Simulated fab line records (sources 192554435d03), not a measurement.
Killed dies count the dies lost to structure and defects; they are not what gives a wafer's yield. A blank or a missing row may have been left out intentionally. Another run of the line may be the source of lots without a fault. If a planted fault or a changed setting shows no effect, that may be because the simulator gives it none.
Split-lot experiment	flow n5-finfet	on a route of 1938 steps: 7 lots, 21 wafers read

## THE SPLIT
At N5_FIN_SAQP_ETCH_52 (etches SOC in N2/H2, target depth 100 nm, overetch 20 nm, time 150 s), the setting source-w was moved away from the recipe's 840 W on 2 of the 21 wafers read, by -8.2% to +6.9%. This setting was run at the recipe's value on the other wafers.

The reading comes from the split's own step.

## THE READING
rf-vpp-V, in V, at N5_FIN_SAQP_ETCH_52 (etches SOC in N2/H2, target depth 100 nm, overetch 20 nm, time 150 s). Fault-free wafers of this fab line usually give 523.4 V, standard deviation 2.7 V.

wafer	tool, chamber at the split	source-w as run, W	against the recipe	rf-vpp-V, V	against lot-mates on the recipe
L074.2	rie-diel-02, 3	840	recipe	524.9	-
L074.4	rie-diel-02, 1	771	-8.2%	541.2	+15.1
L074.6	rie-diel-02, 2	840	recipe	527.3	-
L080.2	rie-diel-02, 2	840	recipe	524.5	-
L080.5	rie-diel-02, 2	840	recipe	527.7	-
L080.6	rie-diel-02, 1	840	recipe	527.2	-
L081.1	rie-diel-04, 3	840	recipe	526.2	-
L081.3	rie-diel-04, 2	898	+6.9%	509.5	-15.7
L081.5	rie-diel-04, 1	840	recipe	524.2	-
L084.2	rie-diel-04, 2	840	recipe	522.1	-
L084.3	rie-diel-04, 1	840	recipe	523.5	-
L084.4	rie-diel-04, 0	840	recipe	520.7	-
L085.1	rie-diel-03, 3	840	recipe	521.2	-
L085.2	rie-diel-03, 2	840	recipe	526.0	-
L085.3	rie-diel-03, 1	840	recipe	525.0	-
L089.1	rie-diel-02, 3	840	recipe	524.4	-
L089.4	rie-diel-02, 2	840	recipe	526.3	-
L089.6	rie-diel-02, 0	840	recipe	520.2	-
L094.1	rie-diel-04, 0	840	recipe	518.6	-
L094.2	rie-diel-04, 2	840	recipe	521.2	-
L094.6	rie-diel-04, 1	840	recipe	524.2	-

THE FIT
A straight line over all 21 wafers: rf-vpp-V changes by -2.1 V for each +1% of source-w; r = -0.90; the points scatter about the line by 2.6 V.
The same after taking each lot's own level away (the mean of its wafers on the recipe; 21 wafers): -2.02 V for each +1%; r = -0.94; scatter 1.9 V.
Per that fit: largest source-w move, reading shift of 17 V.
From 521.33 to 526.47 V: that is the span of the lots' own levels, equal to 1.9 times the standard deviation above.
Hence the lot-to-lot level has little effect on the slope; both slopes agree.
Check: with one of the wafers moved furthest among these (-8.2%) left out of the fit, the line predicts +18.7 V for it against its lot-mates. Against them it came out at +15.1 V.
Tool readings at the split's step, against how far the setting was moved: rf-vpp-V r = -0.90.

## THESE WAFERS: OTHER SPLITS
These wafers also went through other splits before the reading. Each is held against what the fit with the lots' levels taken away leaves over:
other split on the same wafers	wafers away from the commonest value	r with rf-vpp-V (lot level and that fit taken away)
N5_WELL_APT_COAT_02 spin-rpm	8	-0.01
N5_WELL_APT_EXPOSE_22 dose-mj	7	-0.17
N5_WELL_APT_PEB_23 peb-temp-c	6	-0.17
N5_FIN_SAQP_EXPOSE_13 dose-mj	5	+0.13

## FILE'S OWN FIT
rf-vpp-V changes by -2.02 V for each +1% of source-w, r = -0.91.
